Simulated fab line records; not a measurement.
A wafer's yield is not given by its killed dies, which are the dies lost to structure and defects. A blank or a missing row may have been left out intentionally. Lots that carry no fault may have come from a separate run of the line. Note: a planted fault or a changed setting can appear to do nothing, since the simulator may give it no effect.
The tool behind it: which one?    flow nand harc    12 lots with 36 wafers sampled at 5 steps, on a route of 1159 steps

## WHAT THE GAUGES SHOWED, per wafer
NHARC_A_CONTACT_OVL_MEAS_09. Usual: overlay x nm 0.0 nm, standard deviation 0.85; overlay y nm -0.1 nm, standard deviation 0.83.
lot   measured      on          overlay x nm (nm)  overlay y nm (nm)  flag
L469  day 17 01:34  overlay-02  -0.7 -0.5 -0.3     -0.3 -0.7 -0.5     
L470  day 17 09:48  overlay-01  1.4 1.8 1.4        -0.2 -0.1 -0.2     
L472  day 17 13:26  overlay-02  0.3 0.4 0.4        1.5 1.6 1.5        
L476  day 18 22:20  overlay-02  -0.5 0.2 0.4       -1.0 -1.7 -1.3     
L484  day 20 14:17  overlay-02  0.0 0.7 0.1        -0.1 0.4 0.6       
L485  day 20 20:05  overlay-01  -0.5 -0.2 -0.3     -1.1 -1.0 -0.9     
L487  day 21 13:15  overlay-02  -0.8 -1.1 -1.2     1.0 0.5 -0.1       
L489  day 21 14:28  overlay-01  -0.2 0.8 0.9       0.3 0.8 0.3        
L486  day 21 23:17  overlay-01  1.0 1.0 1.2        -0.4 -1.2 -0.8     
L490  day 22 12:41  overlay-02  0.5 0.4 0.6        0.4 -0.3 0.2       
L491  day 22 15:37  overlay-02  -1.9 -2.5 -2.0     -0.2 -0.2 -0.3     
L492  day 23 00:32  overlay-02  -0.4 0.1 -0.1      -0.2 0.1 0.4       

NHARC_END_SORT_01. Usual: killed at array 27, standard deviation 8; killed at other 0.8, standard deviation 1.2; killed at periphery 3.3, standard deviation 2.3; killed dies 31, standard deviation 8.8; killed open 3.2, standard deviation 2.1; killed short 2.1, standard deviation 1.4.
lot   measured      on         killed at array  killed at other  killed at periphery  killed dies  killed open  killed short  flag
L476  day 21 11:08  prober-01  314 14 32        0 0 0            2 3 4                316 17 36    0 1 3        4 3 4         OFF

## WHICH TOOL RAN EACH LOT (tool, then ch and the chambers of the sampled wafers, then the start)
lot   NHARC_A_CONTACT_ETCH_136              NHARC_A_CONTACT_ETCH_98             NHARC_A_CONTACT_STRIP_26
L469  har cap etch-01 ch 0,1, day 17 05:39  rie diel-13 ch 1,2,3, day 17 06:35  rie diel-12 ch 0,1,2, no start
L470  har cap etch-03 ch 0,1, day 17 11:13  rie diel-12 ch 1,2,3, day 17 12:08  rie diel-10 ch 2,3, no start
L472  har cap etch-02 ch 0,1, day 17 15:09  rie diel-12 ch 0,2,3, day 17 16:05  rie diel-12 ch 1,2,3, no start
L476  har cap etch-01 ch 0,1, day 18 23:57  rie diel-12 ch 0,1,2, day 19 00:52  rie diel-12 ch 0,1, day 21 11:08 or earlier
L484  har cap etch-01 ch 0,1, day 20 15:41  rie diel-13 ch 0,3, day 20 16:36    rie diel-10 ch 0,1, no start
L485  har cap etch-03 ch 0,1, day 20 21:38  rie diel-10 ch 0,2, day 20 22:33    rie diel-13 ch 0,3, no start
L487  har cap etch-02 ch 0,1, day 21 14:40  rie diel-13 ch 0,1,3, day 21 15:34  rie diel-13 ch 1,2,3, no start
L489  har cap etch-01 ch 0,1, day 21 15:53  rie diel-10 ch 0,2,3, day 21 16:52  rie diel-12 ch 0,1,3, no start
L486  har cap etch-02 ch 0,1, day 22 00:45  rie diel-12 ch 1,2,3, day 22 01:40  rie diel-12 ch 0,1,2, no start
L490  har cap etch-03 ch 0,1, day 22 14:08  rie diel-10 ch 0,1,2, day 22 15:02  rie diel-12 ch 0,1,2, no start
L491  har cap etch-03 ch 0,1, day 22 17:13  rie diel-13 ch 0,2, day 22 18:08    rie diel-12 ch 1,3, no start
L492  har cap etch-03 ch 0,1, day 23 01:59  rie diel-12 ch 0,1, day 23 02:55    rie diel-12 ch 2,3, no start
- NHARC_A_CONTACT_ETCH_136: etches the open film in C4F8/O2/Ar, time 132 s, target depth 1287 nm.
- NHARC_A_CONTACT_ETCH_98: etches the open film in C4F6/O2, target depth 20 nm, time 10 s.
- NHARC_A_CONTACT_STRIP_26: strips in O2.

## AS READ BY THE TOOLS THEMSELVES (means over the sampled wafers that have a number; for cases with no such wafer, the mark the record gives instead)
NHARC_A_CONTACT_ETCH_98. Usual: c4f6 flow sccm 25.00 sccm, standard deviation 0.077; drypump motor current A 5.9 A, standard deviation 0.52; mfc ar sccm 499.9 sccm, standard deviation 1.6; oes product au 0.963 a.u., standard deviation 0.019; rf vpp V 546 V, standard deviation 3.6; run length s 31.00 s, standard deviation 0.29; showerhead plenum p Torr 3.89 Torr, standard deviation 0.17; throttle valve pct 26.903 %, standard deviation 0.0091.
lot   tool         c4f6 flow sccm (sccm)  drypump motor current A (A)  mfc ar sccm (sccm)  oes product au (a.u.)  rf vpp V (V)  run length s (s)  showerhead plenum p Torr (Torr)  throttle valve pct (%)  flag
L469  rie diel-13  25.00                  6.3                          500.5               0.964                  544           31.16             3.80                             26.902                  
L470  rie diel-12  25.01                  6.1                          499.8               0.964                  548           30.95             4.00                             26.910                  
L472  rie diel-12  25.02                  5.7                          500.3               0.969                  546           31.21             3.94                             26.908                  
L476  rie diel-12  25.00                  6.1                          499.6               0.944                  546           30.03             3.87                             26.904                  OFF
L484  rie diel-13  25.06                  6.0                          497.8               0.953                  545           31.07             3.84                             26.913                  
L485  rie diel-10  25.05                  5.2                          499.4               0.987                  543           31.09             3.75                             26.903                  
L487  rie diel-13  24.97                  6.2                          500.1               1.000                  544           31.05             3.84                             26.899                  
L489  rie diel-10  25.02                  5.6                          499.9               0.962                  544           31.30             3.78                             26.904                  
L486  rie diel-12  25.05                  6.2                          500.8               0.941                  549           30.95             3.99                             26.903                  
L490  rie diel-10  24.98                  5.4                          498.2               0.992                  546           30.94             3.84                             26.904                  
L491  rie diel-13  25.02                  5.7                          500.1               0.948                  545           30.86             3.81                             26.896                  
L492  rie diel-12  24.98                  5.9                          500.4               0.961                  542           30.90             3.70                             26.900                  

NHARC_A_CONTACT_STRIP_26. Usual: drypump motor current A 5.9 A, standard deviation 0.52; mfc ar sccm 0.011 sccm, standard deviation 0.013; oes product au 1.002 a.u., standard deviation 0.0096; rf vpp V 57.7 V, standard deviation 0.91; showerhead plenum p Torr 3.49 Torr, standard deviation 0.15; throttle valve pct 17.037 %, standard deviation 0.01.
lot   tool         drypump motor current A (A)  mfc ar sccm (sccm)  oes product au (a.u.)  rf vpp V (V)  showerhead plenum p Torr (Torr)  throttle valve pct (%)  flag
L469  rie diel-12  6.1                          0.004               1.006                  57.7          3.49                             17.047                  
L470  rie diel-10  5.5                          0.006               1.000                  58.0          3.44                             17.034                  
L472  rie diel-12  6.1                          0.016               1.009                  56.7          3.60                             17.050                  
L476  rie diel-12  5.9                          0.003               1.001                  57.9          3.33                             17.033                  
L484  rie diel-10  5.5                          0.015               0.993                  57.8          3.56                             17.044                  
L485  rie diel-13  5.9                          0.009               0.997                  58.1          3.47                             17.032                  
L487  rie diel-13  6.3                          0.009               1.004                  57.4          3.40                             17.035                  
L489  rie diel-12  5.8                          0.015               1.000                  57.5          3.44                             17.032                  
L486  rie diel-12  6.1                          0.004               0.999                  57.5          3.48                             17.034                  
L490  rie diel-12  6.2                          0.004               0.999                  58.0          3.47                             17.042                  
L491  rie diel-12  6.2                          0.013               0.998                  57.0          3.49                             17.032                  
L492  rie diel-12  5.9                          0.018               1.007                  57.9          3.69                             17.027                  

## THE ANSWER, worked out from the rows above alone
Rule: a lot counts as off when the mean over its wafers that have a number is more than 3 standard deviations away from the usual mean. A lot without any number at a reading at which 4 lots or more have one is off too. Where the step has rows for the other lots, those lots are counted as sound. After the gauges, taken in route order, come the tools' own readings; for these a lot's mean is taken, as printed above. The first step at which some lot is off is used, and at that step the reading that is off furthest; a lot without a number counts as furthest.
Off: L476, at NHARC_END_SORT_01 (killed at array). Neither off nor sound, because the step has no rows for them: L469, L470, L472, L484, L485, L487, L489, L486, L490, L491, L492.
A tool fits if, at a process step before that reading, it ran every lot that is off, and no sound lot after the first of them. Not tried: the gauges at NHARC_END_SORT_01; whatever is off there is also off at NHARC_A_CONTACT_ETCH_98, on other tools, and gauge error can't account for it. With no start given for some of its lots, NHARC_A_CONTACT_STRIP_26 uses the hours and lot order of NHARC_END_SORT_01. Undecided on this evidence; 2 tools fit (har cap etch-01 at NHARC_A_CONTACT_ETCH_136, rie diel-12 at NHARC_A_CONTACT_ETCH_98 and NHARC_A_CONTACT_STRIP_26).

## WHAT THE SIMULATOR HAD PUT IN
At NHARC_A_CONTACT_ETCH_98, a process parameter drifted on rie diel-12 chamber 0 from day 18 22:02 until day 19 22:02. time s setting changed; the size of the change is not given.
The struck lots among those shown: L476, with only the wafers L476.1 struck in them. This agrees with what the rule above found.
